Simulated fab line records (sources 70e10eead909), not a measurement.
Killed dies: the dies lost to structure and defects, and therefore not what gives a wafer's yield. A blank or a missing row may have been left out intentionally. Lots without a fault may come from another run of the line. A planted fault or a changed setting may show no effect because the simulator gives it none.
fab line records -- flow nandHarc -- part 2 of 2: steps 19 to 23 of 23
[record] lots = 5, wafers = 15, lastDay = 33
route steps=1302 shown A_CHANNEL_HOLE_D1@455
lots that met no fault: taken from a fault-free run of the same line
startH: hours from the record's first day to the start of the lot's first wafer shown -- waitH: hours elapsed since this lot's preceding step -- " same as the row above -- L1.1+2: a single row standing in for several wafers -- - no value present, or no start provided -- * or withheld: withheld -- < > ~ a bound
route shown NAME@n: names a module that has steps shown in the file, with the first one's number in the route -- usual: mean and standard deviation over wafers with no fault -- same: alike in all rows -- chamber/n: place in a boat -- sites: per-site readings -- _std_site: the standard deviation of these -- _edge_site: outer sites' mean less inner sites' -- radiusMm: how far each site lies from the wafer's centre -- mask NAME#n: copy n -- behind: tool/chamber where the wafer was last shaped -- hold: cause of the lot's hold/its duration in hours/its outcome -- device: which transistor (n, p or np) failed to switch -- end of line: tests of these same wafers at the route's end -- where a step has no rows: the recipe by itself -- killed: at the first sort, the dies lost to defects and structure; wafer yield is something else -- map: per-die view of a wafer (x killed, . not killed, _ where there is no die)
set.NAME: setting as actually run; set.NAME@STEP: the setting as run at that earlier step -- model.NAME: the simulator's own value behind a step, which no gauge read
certain route steps with their lots: each step a table, each wafer a row
services: from which hour (startH, from the record's first day; less than 0 if before it) a tool's chamber was out of use, for how many hours, and why
[[steps]]
[step NHARC_A_CHANNEL_HOLE_D1_ETCH_21]
[recipe] biasV = 3000, sourceW = withheld, pressureMtorr = 20, timeS = 514.3, arFlowSccm = 375, c4f8FlowSccm = 89.3, o2FlowSccm = 35.7, tempC = -20, targetDepthA = 16000, chemistry = C4F8/O2/Ar
[usual] c4f8FlowSccm = 89.3/0.31, drypumpMotorCurrentA = 6.0/0.63, o2FlowSccm = 35.72/0.11, showerheadPlenumPTorr = 3.69/0.061, throttleValvePct = 32.155/0.0089
lot.wafer,tool,chamber,startH,waitH,c4f8FlowSccm,drypumpMotorCurrentA,o2FlowSccm,rfHoursCounterH,showerheadPlenumPTorr,throttleValvePct
L079.2,harEtch-02,0,235.14,0.3,89.5,6.3,35.84,311,3.76,32.150
L079.4,harEtch-02,0,235.14,0.3,89.6,6.3,35.67,-,3.76,32.150
L079.5,harEtch-02,0,235.14,0.3,89.2,6.3,35.83,-,3.76,32.175
L082.4,harEtch-01,1,252.95,0.3,88.9,6.7,35.61,-,3.71,32.150
L082.6,harEtch-01,1,252.95,0.3,89.2,6.7,35.78,-,3.71,32.160
L082.5,harEtch-01,0,252.95,0.3,89.5,6.2,35.86,-,3.71,32.153
L084.1,harEtch-02,0,287.27,0.3,89.4,6.3,35.77,334,3.75,32.153
L084.4,harEtch-02,0,287.27,0.3,89.3,6.3,35.77,-,3.75,32.148
L084.5,harEtch-02,1,287.27,0.3,89.6,5.0,35.90,-,3.60,32.144
L089.2,harEtch-01,0,329.56,0.3,89.1,6.2,35.65,180,3.68,32.155
L089.1,harEtch-01,1,329.56,0.3,89.5,6.7,35.68,180,3.68,32.157
L089.6,harEtch-01,1,329.56,0.3,89.4,6.7,35.63,-,3.68,32.148
L095.2,harEtch-01,1,394.35,0.3,88.6,6.6,35.81,218,3.66,32.148
L095.6,harEtch-01,0,394.35,0.3,90.0,6.2,35.94,-,3.66,32.157
L095.5,harEtch-01,1,394.35,0.3,89.1,6.6,35.69,-,3.66,32.162
[step NHARC_A_CHANNEL_HOLE_D1_ETCH_22]
[recipe] biasV = 3000, sourceW = withheld, pressureMtorr = 20, timeS = 666.7, arFlowSccm = 375, c4f8FlowSccm = 89.3, o2FlowSccm = 35.7, tempC = -20, targetDepthA = 16000, chemistry = C4F8/O2/Ar
[usual] c4f8FlowSccm = 89.29/0.27, drypumpMotorCurrentA = 6.0/0.63, o2FlowSccm = 35.73/0.11, showerheadPlenumPTorr = 3.68/0.061, throttleValvePct = 32.155/0.0098
lot.wafer,tool,chamber,startH,waitH,c4f8FlowSccm,drypumpMotorCurrentA,o2FlowSccm,rfHoursCounterH,showerheadPlenumPTorr,throttleValvePct
L079.2,harEtch-02,0,235.58,0.4,89.31,6.3,35.76,311,3.76,32.143
L079.4,harEtch-02,0,235.58,0.4,88.77,6.3,35.69,-,3.76,32.145
L079.5,harEtch-02,0,235.58,0.4,89.04,6.3,35.82,-,3.76,32.133
L082.4,harEtch-01,1,253.44,0.4,89.28,6.6,35.72,-,3.71,32.156
L082.6,harEtch-01,1,253.44,0.4,89.29,6.7,35.63,-,3.71,32.154
L082.5,harEtch-01,0,253.44,0.4,89.38,6.1,35.83,-,3.71,32.145
L084.1,harEtch-02,0,287.73,0.4,89.31,6.4,35.83,334,3.75,32.152
L084.4,harEtch-02,0,287.73,0.4,89.32,6.3,35.71,-,3.75,32.182
L084.5,harEtch-02,1,287.73,0.4,88.87,5.0,35.84,-,3.60,32.154
L089.2,harEtch-01,0,329.99,0.4,89.64,6.2,35.52,181,3.68,32.159
L089.1,harEtch-01,1,329.99,0.4,88.89,6.7,35.76,181,3.68,32.167
L089.6,harEtch-01,1,329.99,0.4,88.90,6.6,35.61,-,3.68,32.156
L095.2,harEtch-01,1,394.81,0.4,89.20,6.6,35.67,219,3.66,32.137
L095.6,harEtch-01,0,394.81,0.4,89.54,6.2,35.53,-,3.66,32.165
L095.5,harEtch-01,1,394.81,0.4,88.86,6.7,35.78,-,3.66,32.166
[step NHARC_A_CHANNEL_HOLE_D1_ETCH_23]
[recipe] biasV = 5000, sourceW = withheld, pressureMtorr = 20, timeS = 819, arFlowSccm = 375, c4f8FlowSccm = 89.3, o2FlowSccm = 35.7, tempC = -20, targetDepthA = 16000, chemistry = C4F8/O2/Ar
[usual] c4f8FlowSccm = 89.28/0.25, drypumpMotorCurrentA = 6.0/0.63, o2FlowSccm = 35.71/0.11, showerheadPlenumPTorr = 3.68/0.061, throttleValvePct = 32.156/0.0091
lot.wafer,tool,chamber,startH,waitH,c4f8FlowSccm,drypumpMotorCurrentA,o2FlowSccm,rfHoursCounterH,showerheadPlenumPTorr,throttleValvePct
L079.2,harEtch-02,0,236.14,0.5,89.20,6.4,35.83,312,3.76,32.157
L079.4,harEtch-02,0,236.14,0.5,89.27,6.3,35.73,-,3.76,32.163
L079.5,harEtch-02,0,236.14,0.5,89.01,6.3,35.85,-,3.76,32.163
L082.4,harEtch-01,1,254.04,0.5,89.08,6.7,35.59,-,3.71,32.170
L082.6,harEtch-01,1,254.04,0.5,89.35,6.7,35.76,-,3.71,32.153
L082.5,harEtch-01,0,254.04,0.5,89.59,6.1,35.81,-,3.71,32.159
L084.1,harEtch-02,0,288.31,0.5,89.17,6.3,35.86,335,3.74,32.167
L084.4,harEtch-02,0,288.31,0.5,89.28,6.3,35.83,-,3.75,32.155
L084.5,harEtch-02,1,288.31,0.5,89.49,5.0,35.78,-,3.60,32.184
L089.2,harEtch-01,0,330.56,0.5,89.07,6.2,35.71,181,3.68,32.145
L089.1,harEtch-01,1,330.56,0.5,89.41,6.7,35.55,181,3.68,32.153
L089.6,harEtch-01,1,330.56,0.5,89.25,6.7,35.67,-,3.68,32.155
L095.2,harEtch-01,1,395.40,0.5,89.16,6.6,35.55,219,3.66,32.148
L095.6,harEtch-01,0,395.40,0.5,89.23,6.1,35.81,-,3.66,32.169
L095.5,harEtch-01,1,395.40,0.5,89.38,6.6,35.78,-,3.66,32.171
[step NHARC_A_CHANNEL_HOLE_D1_ETCH_24]
[recipe] biasV = 5000, sourceW = withheld, pressureMtorr = 20, timeS = 906.2, arFlowSccm = 375, c4f8FlowSccm = 93.8, o2FlowSccm = 31.2, tempC = -20, targetDepthA = 15000, chemistry = C4F8/O2/Ar
[usual] c4f8FlowSccm = 93.8/0.31, drypumpMotorCurrentA = 6.0/0.63, o2FlowSccm = 31.20/0.098, showerheadPlenumPTorr = 3.68/0.061, throttleValvePct = 32.235/0.0089
lot.wafer,tool,chamber,startH,waitH,c4f8FlowSccm,drypumpMotorCurrentA,o2FlowSccm,rfHoursCounterH,showerheadPlenumPTorr,throttleValvePct
L079.2,harEtch-02,0,236.83,0.6,94.1,6.4,31.11,313,3.75,32.229
L079.4,harEtch-02,0,236.83,0.6,94.0,6.3,31.06,-,3.75,32.243
L079.5,harEtch-02,0,236.83,0.6,93.9,6.3,31.12,-,3.75,32.227
L082.4,harEtch-01,1,254.76,0.6,93.8,6.6,31.02,-,3.70,32.227
L082.6,harEtch-01,1,254.76,0.6,93.7,6.6,31.02,-,3.70,32.228
L082.5,harEtch-01,0,254.76,0.6,94.3,6.1,31.27,-,3.70,32.235
L084.1,harEtch-02,0,289.01,0.6,94.1,6.3,31.18,335,3.74,32.230
L084.4,harEtch-02,0,289.01,0.6,93.8,6.3,31.15,-,3.74,32.222
L084.5,harEtch-02,1,289.01,0.6,93.9,5.0,31.21,-,3.59,32.229
L089.2,harEtch-01,0,331.25,0.6,94.2,6.1,31.17,182,3.68,32.232
L089.1,harEtch-01,1,331.25,0.6,93.9,6.7,31.21,182,3.67,32.234
L089.6,harEtch-01,1,331.25,0.6,93.8,6.6,31.21,-,3.68,32.246
L095.2,harEtch-01,1,396.10,0.6,93.2,6.7,31.32,220,3.65,32.238
L095.6,harEtch-01,0,396.10,0.6,93.2,6.1,31.01,-,3.65,32.243
L095.5,harEtch-01,1,396.10,0.6,93.2,6.6,31.10,-,3.65,32.237
[step NHARC_A_CHANNEL_HOLE_D1_ETCH_25]
[recipe] biasV = 5000, sourceW = withheld, pressureMtorr = 20, timeS = 1040.2, arFlowSccm = 375, c4f8FlowSccm = 93.8, o2FlowSccm = 31.2, tempC = -20, targetDepthA = 15000, chemistry = C4F8/O2/Ar
[usual] c4f8FlowSccm = 93.79/0.23, drypumpMotorCurrentA = 6.0/0.63, o2FlowSccm = 31.19/0.096, showerheadPlenumPTorr = 3.68/0.061, throttleValvePct = 32.235/0.0093
lot.wafer,tool,chamber,startH,waitH,c4f8FlowSccm,drypumpMotorCurrentA,o2FlowSccm,rfHoursCounterH,showerheadPlenumPTorr,throttleValvePct
L079.2,harEtch-02,0,237.60,0.6,94.13,6.3,31.12,314,3.75,32.243
L079.4,harEtch-02,0,237.60,0.6,93.73,6.3,31.33,-,3.75,32.236
L079.5,harEtch-02,0,237.60,0.6,93.56,6.3,31.28,-,3.75,32.230
L082.4,harEtch-01,1,255.57,0.7,94.01,6.7,31.25,-,3.70,32.234
L082.6,harEtch-01,1,255.57,0.7,94.53,6.6,31.21,-,3.70,32.241
L082.5,harEtch-01,0,255.57,0.7,93.74,6.1,31.13,-,3.70,32.236
L084.1,harEtch-02,0,289.80,0.7,93.49,6.3,31.32,336,3.74,32.234
L084.4,harEtch-02,0,289.80,0.7,93.89,6.3,31.15,-,3.74,32.234
L084.5,harEtch-02,1,289.80,0.7,93.88,5.0,31.23,-,3.59,32.230
L089.2,harEtch-01,0,332.02,0.6,93.48,6.2,31.21,183,3.68,32.248
L089.1,harEtch-01,1,332.02,0.6,93.48,6.6,31.19,183,3.67,32.229
L089.6,harEtch-01,1,332.02,0.6,93.99,6.7,31.17,-,3.67,32.231
L095.2,harEtch-01,1,396.89,0.7,93.51,6.6,31.11,221,3.65,32.236
L095.6,harEtch-01,0,396.89,0.7,93.83,6.2,31.15,-,3.65,32.241
L095.5,harEtch-01,1,396.89,0.7,93.81,6.6,31.06,-,3.65,32.230
[[services]]
tool,chamber,startH,hours,kind
arfiScanner-01,-,209.72,1.5,repair
rieDiel-02,-,217.54,9.0,pm
rieDiel-02,0,217.54,9.0,ventCycle
rieDiel-02,1,217.54,9.0,ventCycle
rieDiel-02,2,217.54,9.0,ventCycle
rieDiel-02,3,217.54,9.0,ventCycle
harEtch-02,-,222.22,0.6,repair
rieDiel-02,0,226.54,-,clean
arfiScanner-01,-,229.11,1.4,repair
rieDiel-10,-,242.62,9.0,pm
arfiScanner-01,-,252.00,4.0,pm
arfiScanner-01,-,267.82,7.1,repair
rieDiel-10,2,279.15,2.6,repair
harEtch-02,-,309.72,2.8,repair
arfiScanner-02,-,312.00,4.0,pm
lithoTrack-01,-,330.00,7.0,pm
rieDiel-10,0,334.48,1.4,repair
arfiScanner-01,-,347.85,0.7,repair
lithoTrack-06,-,354.00,7.0,pm
arfiScanner-03,-,364.74,3.9,repair
rieDiel-02,3,365.74,8.2,repair
lithoTrack-04,-,378.00,7.0,pm
harEtch-02,-,384.03,17.0,pm
rieDiel-02,-,394.62,9.0,pm
